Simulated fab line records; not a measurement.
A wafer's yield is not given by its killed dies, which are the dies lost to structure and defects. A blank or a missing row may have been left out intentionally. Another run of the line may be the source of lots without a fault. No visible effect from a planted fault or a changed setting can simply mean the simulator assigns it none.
Which tool was responsible? | flow nandHarc | 10 lots with 30 wafers sampled at 3 steps, on a route of 1159 steps

WHAT EACH GAUGE READ, for each wafer
NHARC_P_GATE_INSPECT_28.
lot  | measured     | on               | rawDefectCount
L744 | day 4 19:52  | defectInspect-02 | 10 2 4
L745 | day 5 02:32  | defectInspect-02 | 5 5 6
L749 | day 6 07:02  | defectInspect-02 | 7 5 6
L750 | day 6 12:37  | defectInspect-02 | 6 7 5
L753 | day 7 07:08  | defectInspect-01 | 6 3 406
L756 | day 8 01:26  | defectInspect-02 | 6 4 5
L761 | day 9 05:58  | defectInspect-01 | 6 5 6
L762 | day 9 06:13  | defectInspect-02 | 5 11 4
L766 | day 10 10:25 | defectInspect-01 | 10 6 7
L765 | day 10 10:16 | defectInspect-02 | 9 4 5

EACH LOT AND THE TOOL THAT RAN IT (in order: tool; ch and the chambers of the sampled wafers; start)
lot  | NHARC_P_GATE_PRECLEAN_70          | NHARC_P_GATE_HM_DEP_102
L744 | wetBench-01 ch 0,1,3, day 3 22:31 | aclDep-03 ch 0, day 4 18:22
L745 | wetBench-01 ch 1,2,7, day 4 04:41 | aclDep-02 ch 0, day 5 01:11
L749 | wetBench-09 ch 5,6,7, day 5 05:40 | aclDep-03 ch 0, day 6 05:35
L750 | wetBench-01 ch 1,4,6, day 5 13:43 | aclDep-01 ch 0, day 6 11:08
L753 | wetBench-01 ch 1,4,7, day 6 03:55 | aclDep-02 ch 0, day 7 05:39
L756 | wetBench-05 ch 1,5,7, day 7 03:08 | aclDep-03 ch 0, day 7 23:52
L761 | wetBench-05 ch 0,2,7, day 8 06:10 | aclDep-02 ch 0, day 9 04:28
L762 | wetBench-09 ch 0,1,6, day 8 06:10 | aclDep-01 ch 0, day 9 04:52
L766 | wetBench-01 ch 2,4,5, day 9 11:50 | aclDep-01 ch 0, day 10 08:48
L765 | wetBench-09 ch 2,3,6, day 9 11:50 | aclDep-02 ch 0, day 10 08:48
- NHARC_P_GATE_PRECLEAN_70: cleans in SC1.
- NHARC_P_GATE_HM_DEP_102: deposits aC, target thk 120 nm.

THE ANSWER, worked out from the rows above alone
Rule: what is usual is taken from the lots themselves. The widest of any qualifying gaps counts: lots, ordered by their means at a reading, are off when they make up no more than a third of the lots, leave a main group of 4 or more, and stand apart from it by 3 or more times the standard deviation of that group's means. The tables above print the reading to a certain number of digits; a main group whose means all agree to those digits is not used. A lot without any number at a reading at which 4 lots or more have one is off too. Where the step has rows for the other lots, those lots are counted as sound.
Off, at NHARC_P_GATE_INSPECT_28 on rawDefectCount: L753. The main group: mean 6, standard deviation 0.76.
A tool fits if, at a process step before that reading, it ran every lot that is off, and no sound lot after the first of them. The gauges at NHARC_P_GATE_INSPECT_28 are tried like those tools. Not one of the candidates tried fits.

WHAT HAD BEEN PUT IN BY THE SIMULATOR
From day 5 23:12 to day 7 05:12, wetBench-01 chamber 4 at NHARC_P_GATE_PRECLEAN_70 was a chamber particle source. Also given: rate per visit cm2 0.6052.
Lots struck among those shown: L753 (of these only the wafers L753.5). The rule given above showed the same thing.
